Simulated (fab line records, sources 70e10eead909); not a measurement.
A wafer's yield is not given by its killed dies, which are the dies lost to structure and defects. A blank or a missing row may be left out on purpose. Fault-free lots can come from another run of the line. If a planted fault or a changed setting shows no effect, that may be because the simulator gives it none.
Which tool did it? || flow nand_harc || Sampling: 12 lots, 36 wafers, 6 of 1302 route steps

== WHAT THE GAUGES SHOWED, per wafer ==
NHARC_P_M1_INSPECT_27.
{"lot": "L182", "measured": "day 6 06:35", "on": "defect_inspect-01", "raw_defect_count": "458 447 269"}
{"lot": "L183", "measured": "day 6 21:56", "on": "defect_inspect-02", "raw_defect_count": "257 224 271"}
{"lot": "L184", "measured": "day 7 16:20", "on": "defect_inspect-02", "raw_defect_count": "337 345 286"}
{"lot": "L187", "measured": "day 8 14:15", "on": "defect_inspect-01", "raw_defect_count": "518 282 269"}
{"lot": "L190", "measured": "day 9 20:36", "on": "defect_inspect-02", "raw_defect_count": "285 347 314"}
{"lot": "L197", "measured": "day 12 12:29", "on": "defect_inspect-02", "raw_defect_count": "359 392 388"}
{"lot": "L198", "measured": "day 13 02:25", "on": "defect_inspect-02", "raw_defect_count": "196 194 157"}
{"lot": "L199", "measured": "day 13 11:50", "on": "defect_inspect-02", "raw_defect_count": "419 457 415"}
{"lot": "L200", "measured": "day 13 18:13", "on": "defect_inspect-02", "raw_defect_count": "301 296 477"}
{"lot": "L202", "measured": "day 14 09:45", "on": "defect_inspect-02", "raw_defect_count": "294 396 399"}
{"lot": "L203", "measured": "day 14 22:02", "on": "defect_inspect-02", "raw_defect_count": "287 240 227"}
{"lot": "L205", "measured": "day 16 00:33", "on": "defect_inspect-02", "raw_defect_count": "279 419 459"}

NHARC_P_M2_THK_MEAS_24: measures by xrf.
{"lot": "L182", "measured": "day 6 10:37", "on": "film_metro-02", "thk_nm (nm)": "146.1 144.3 144.6"}
{"lot": "L183", "measured": "day 7 02:17", "on": "film_metro-01", "thk_nm (nm)": "143.7 142.9 144.5"}
{"lot": "L184", "measured": "day 7 20:28", "on": "film_metro-01", "thk_nm (nm)": "143.3 144.0 143.5"}
{"lot": "L187", "measured": "day 8 18:18", "on": "film_metro-01", "thk_nm (nm)": "145.1 144.4 137.9"}
{"lot": "L190", "measured": "day 10 00:43", "on": "film_metro-02", "thk_nm (nm)": "146.4 145.1 138.1"}
{"lot": "L197", "measured": "day 12 16:28", "on": "film_metro-01", "thk_nm (nm)": "145.9 145.6 144.6"}
{"lot": "L198", "measured": "day 13 06:28", "on": "film_metro-02", "thk_nm (nm)": "145.4 145.8 144.3"}
{"lot": "L199", "measured": "day 13 15:46", "on": "film_metro-02", "thk_nm (nm)": "143.7 144.9 143.1"}
{"lot": "L200", "measured": "day 13 22:11", "on": "film_metro-02", "thk_nm (nm)": "144.5 144.5 141.2"}
{"lot": "L202", "measured": "day 14 13:37", "on": "film_metro-02", "thk_nm (nm)": "142.3 145.7 144.1"}
{"lot": "L203", "measured": "day 15 02:11", "on": "film_metro-01", "thk_nm (nm)": "144.3 143.4 140.9"}
{"lot": "L205", "measured": "day 16 04:39", "on": "film_metro-01", "thk_nm (nm)": "145.0 143.4 143.6"}

NHARC_END_SORT_01.
{"lot": "L183", "measured": "day 24 21:56", "on": "prober-02", "defect_limited_yield (%)": "91 90 89", "killed_at_array": "57 65 69", "killed_at_other": "1 0 1", "killed_at_periphery": "6 5 7", "killed_dies": "64 70 77", "killed_open": "4 1 3", "killed_short": "1 2 1", "sort_bin_2_pct (%)": "2.8 3.1 4.9", "sort_bin_3_pct (%)": "0.7 0.9 0.1", "sort_bin_4_pct (%)": "5.9 6.4 6.4", "sort_n_pass": "613 607 600", "sort_rim_yield_pct (%)": "92 93 91", "sort_yield_pct (%)": "91 90 89"}

== TOOL THAT RAN EACH LOT (tool first, then ch and the chambers of the sampled wafers, then the start) ==
{"lot": "L182", "NHARC_P_M0_CMP_23": "cmp-01 ch 0,2,3, day 6 01:55", "NHARC_P_M0_DEP_32": "pecvd-02 ch 0,1, day 6 02:32", "NHARC_P_M2_CMP_23": "cmp-02 ch 0,1, day 6 10:20"}
{"lot": "L183", "NHARC_P_M0_CMP_23": "cmp-03 ch 0,1,3, day 6 17:20", "NHARC_P_M0_DEP_32": "pecvd-03 ch 0,1, day 6 17:57", "NHARC_P_M2_CMP_23": "cmp-04 ch 0,2,3, day 7 01:59"}
{"lot": "L184", "NHARC_P_M0_CMP_23": "cmp-01 ch 1,2,3, day 7 11:29", "NHARC_P_M0_DEP_32": "pecvd-03 ch 0,1, day 7 12:08", "NHARC_P_M2_CMP_23": "cmp-02 ch 0,1,3, day 7 20:13"}
{"lot": "L187", "NHARC_P_M0_CMP_23": "cmp-01 ch 2,3, day 8 09:38", "NHARC_P_M0_DEP_32": "pecvd-01 ch 0,1,2, day 8 10:15", "NHARC_P_M2_CMP_23": "cmp-02 ch 2,3, day 8 17:59"}
{"lot": "L190", "NHARC_P_M0_CMP_23": "cmp-01 ch 1,2,3, day 9 15:59", "NHARC_P_M0_DEP_32": "pecvd-03 ch 0,1,2, day 9 16:36", "NHARC_P_M2_CMP_23": "cmp-02 ch 0,2,3, day 10 00:25"}
{"lot": "L197", "NHARC_P_M0_CMP_23": "cmp-02 ch 0,1, day 12 07:50", "NHARC_P_M0_DEP_32": "pecvd-01 ch 1,2, day 12 08:28", "NHARC_P_M2_CMP_23": "cmp-03 ch 0,1,3, day 12 16:13"}
{"lot": "L198", "NHARC_P_M0_CMP_23": "cmp-02 ch 0,3, day 12 21:52", "NHARC_P_M0_DEP_32": "pecvd-02 ch 0,2, day 12 22:29", "NHARC_P_M2_CMP_23": "cmp-02 ch 1,2,3, day 13 06:10"}
{"lot": "L199", "NHARC_P_M0_CMP_23": "cmp-01 ch 0,2,3, day 13 07:13", "NHARC_P_M0_DEP_32": "pecvd-02 ch 0,1, day 13 07:49", "NHARC_P_M2_CMP_23": "cmp-03 ch 0,1,2, day 13 15:26"}
{"lot": "L200", "NHARC_P_M0_CMP_23": "cmp-01 ch 1,2,3, day 13 13:34", "NHARC_P_M0_DEP_32": "pecvd-02 ch 0,1, day 13 14:13", "NHARC_P_M2_CMP_23": "cmp-02 ch 0,2, day 13 21:53"}
{"lot": "L202", "NHARC_P_M0_CMP_23": "cmp-02 ch 1,2,3, day 14 05:01", "NHARC_P_M0_DEP_32": "pecvd-02 ch 0,1, day 14 05:41", "NHARC_P_M2_CMP_23": "cmp-03 ch 0,1,2, day 14 13:18"}
{"lot": "L203", "NHARC_P_M0_CMP_23": "cmp-01 ch 0,2,3, day 14 17:23", "NHARC_P_M0_DEP_32": "pecvd-03 ch 0,1,2, day 14 17:58", "NHARC_P_M2_CMP_23": "cmp-03 ch 0,1,3, day 15 01:52"}
{"lot": "L205", "NHARC_P_M0_CMP_23": "cmp-03 ch 1,2,3, day 15 19:50", "NHARC_P_M0_DEP_32": "pecvd-02 ch 0,2, day 15 20:29", "NHARC_P_M2_CMP_23": "cmp-04 ch 0,1,2, day 16 04:23"}
- NHARC_P_M0_CMP_23: polishes, t overpolish 20 s, target thk 117.54 nm.
- NHARC_P_M0_DEP_32: deposits SiCN, target thk 30 nm.
- NHARC_P_M2_CMP_23: polishes, t overpolish 20 s, target thk 144.3 nm.

== AS READ BY THE TOOLS THEMSELVES (means over the sampled wafers that have a number; for cases with no such wafer, the mark the record gives instead) ==
NHARC_P_M0_CMP_23.
{"lot": "L182", "tool": "cmp-01", "edge_zone_pressure_frac": 0.998, "motor_current_A (A)": 13.3, "pad_life_wafers": 109, "time_to_endpoint_s (s)": 29.5}
{"lot": "L183", "tool": "cmp-03", "edge_zone_pressure_frac": 1.000, "motor_current_A (A)": 11.4, "pad_life_wafers": 277, "time_to_endpoint_s (s)": 29.4}
{"lot": "L184", "tool": "cmp-01", "edge_zone_pressure_frac": 0.993, "motor_current_A (A)": 13.9, "pad_life_wafers": 254, "time_to_endpoint_s (s)": 25.6}
{"lot": "L187", "tool": "cmp-01", "edge_zone_pressure_frac": 1.002, "motor_current_A (A)": 14.6, "pad_life_wafers": 336, "time_to_endpoint_s (s)": 29.3}
{"lot": "L190", "tool": "cmp-01", "edge_zone_pressure_frac": 0.998, "motor_current_A (A)": 13.9, "pad_life_wafers": 91, "time_to_endpoint_s (s)": 29.2}
{"lot": "L197", "tool": "cmp-02", "edge_zone_pressure_frac": 1.001, "motor_current_A (A)": 11.8, "pad_life_wafers": 110, "time_to_endpoint_s (s)": 27.0}
{"lot": "L198", "tool": "cmp-02", "edge_zone_pressure_frac": 1.001, "motor_current_A (A)": 13.1, "pad_life_wafers": 162, "time_to_endpoint_s (s)": 29.3}
{"lot": "L199", "tool": "cmp-01", "edge_zone_pressure_frac": 1.000, "motor_current_A (A)": 13.3, "pad_life_wafers": 44, "time_to_endpoint_s (s)": 26.3}
{"lot": "L200", "tool": "cmp-01", "edge_zone_pressure_frac": 1.002, "motor_current_A (A)": 14.5, "pad_life_wafers": 61, "time_to_endpoint_s (s)": 26.0}
{"lot": "L202", "tool": "cmp-02", "edge_zone_pressure_frac": 1.005, "motor_current_A (A)": 12.2, "pad_life_wafers": 266, "time_to_endpoint_s (s)": 27.1}
{"lot": "L203", "tool": "cmp-01", "edge_zone_pressure_frac": 1.001, "motor_current_A (A)": 13.2, "pad_life_wafers": 176, "time_to_endpoint_s (s)": 25.3}
{"lot": "L205", "tool": "cmp-03", "edge_zone_pressure_frac": 1.001, "motor_current_A (A)": 11.4, "pad_life_wafers": 374, "time_to_endpoint_s (s)": 26.5}

NHARC_P_M0_DEP_32.
{"lot": "L182", "tool": "pecvd-02", "heater_power_w (W)": 611}
{"lot": "L183", "tool": "pecvd-03", "heater_power_w (W)": 551}
{"lot": "L184", "tool": "pecvd-03", "heater_power_w (W)": 552}
{"lot": "L187", "tool": "pecvd-01", "heater_power_w (W)": 605}
{"lot": "L190", "tool": "pecvd-03", "heater_power_w (W)": 555}
{"lot": "L197", "tool": "pecvd-01", "heater_power_w (W)": 552}
{"lot": "L198", "tool": "pecvd-02", "heater_power_w (W)": 639}
{"lot": "L199", "tool": "pecvd-02", "heater_power_w (W)": 551}
{"lot": "L200", "tool": "pecvd-02", "heater_power_w (W)": 596}
{"lot": "L202", "tool": "pecvd-02", "heater_power_w (W)": 591}
{"lot": "L203", "tool": "pecvd-03", "heater_power_w (W)": 595}
{"lot": "L205", "tool": "pecvd-02", "heater_power_w (W)": 577}

NHARC_P_M2_CMP_23.
{"lot": "L182", "tool": "cmp-02", "edge_zone_pressure_frac": 0.997, "motor_current_A (A)": 11.4, "pad_life_wafers": 302, "time_to_endpoint_s (s)": 28.1}
{"lot": "L183", "tool": "cmp-04", "edge_zone_pressure_frac": 0.995, "motor_current_A (A)": 11.7, "pad_life_wafers": 134, "time_to_endpoint_s (s)": 29.4}
{"lot": "L184", "tool": "cmp-02", "edge_zone_pressure_frac": 1.000, "motor_current_A (A)": 12.4, "pad_life_wafers": 62, "time_to_endpoint_s (s)": 26.5}
{"lot": "L187", "tool": "cmp-02", "edge_zone_pressure_frac": 0.997, "motor_current_A (A)": 12.8, "pad_life_wafers": 122, "time_to_endpoint_s (s)": 26.0}
{"lot": "L190", "tool": "cmp-02", "edge_zone_pressure_frac": 1.004, "motor_current_A (A)": 12.3, "pad_life_wafers": 193, "time_to_endpoint_s (s)": 26.2}
{"lot": "L197", "tool": "cmp-03", "edge_zone_pressure_frac": 1.000, "motor_current_A (A)": 11.6, "pad_life_wafers": 86, "time_to_endpoint_s (s)": 29.2}
{"lot": "L198", "tool": "cmp-02", "edge_zone_pressure_frac": 0.998, "motor_current_A (A)": 12.0, "pad_life_wafers": 193, "time_to_endpoint_s (s)": 29.0}
{"lot": "L199", "tool": "cmp-03", "edge_zone_pressure_frac": 1.001, "motor_current_A (A)": 11.8, "pad_life_wafers": 182, "time_to_endpoint_s (s)": 29.4}
{"lot": "L200", "tool": "cmp-02", "edge_zone_pressure_frac": 1.000, "motor_current_A (A)": 10.8, "pad_life_wafers": 248, "time_to_endpoint_s (s)": 29.1}
{"lot": "L202", "tool": "cmp-03", "edge_zone_pressure_frac": 0.999, "motor_current_A (A)": 11.6, "pad_life_wafers": 283, "time_to_endpoint_s (s)": 28.4}
{"lot": "L203", "tool": "cmp-03", "edge_zone_pressure_frac": 0.996, "motor_current_A (A)": 11.6, "pad_life_wafers": 332, "time_to_endpoint_s (s)": 31.6}
{"lot": "L205", "tool": "cmp-04", "edge_zone_pressure_frac": 1.004, "motor_current_A (A)": 12.2, "pad_life_wafers": 248, "time_to_endpoint_s (s)": 28.0}

== THE ANSWER, worked out from the rows above alone ==
Rule: the lots themselves supply what counts as usual. Put in order of their means at a reading, lots are off if they are a third of the lots or fewer, leave a main group of 4 or more, and stand apart from it by a gap of 3 or more times the standard deviation of the main group's means; of several such gaps the widest counts. If all means in a main group match to the digits the tables above print for the reading, that group is not used. A lot without any number at a reading at which 4 lots or more have one is off too. Where the step has rows for the other lots, those lots are counted as sound. The gauges are gone through in route order, then the tools' own readings, and for those a lot's mean is taken as printed above. At the first step where some lot is off, the reading lying furthest off is the one used; lots without a number count as furthest.
No lot is off at any reading shown: from this, nothing can be told.

== WHAT THE SIMULATOR PUT IN ==
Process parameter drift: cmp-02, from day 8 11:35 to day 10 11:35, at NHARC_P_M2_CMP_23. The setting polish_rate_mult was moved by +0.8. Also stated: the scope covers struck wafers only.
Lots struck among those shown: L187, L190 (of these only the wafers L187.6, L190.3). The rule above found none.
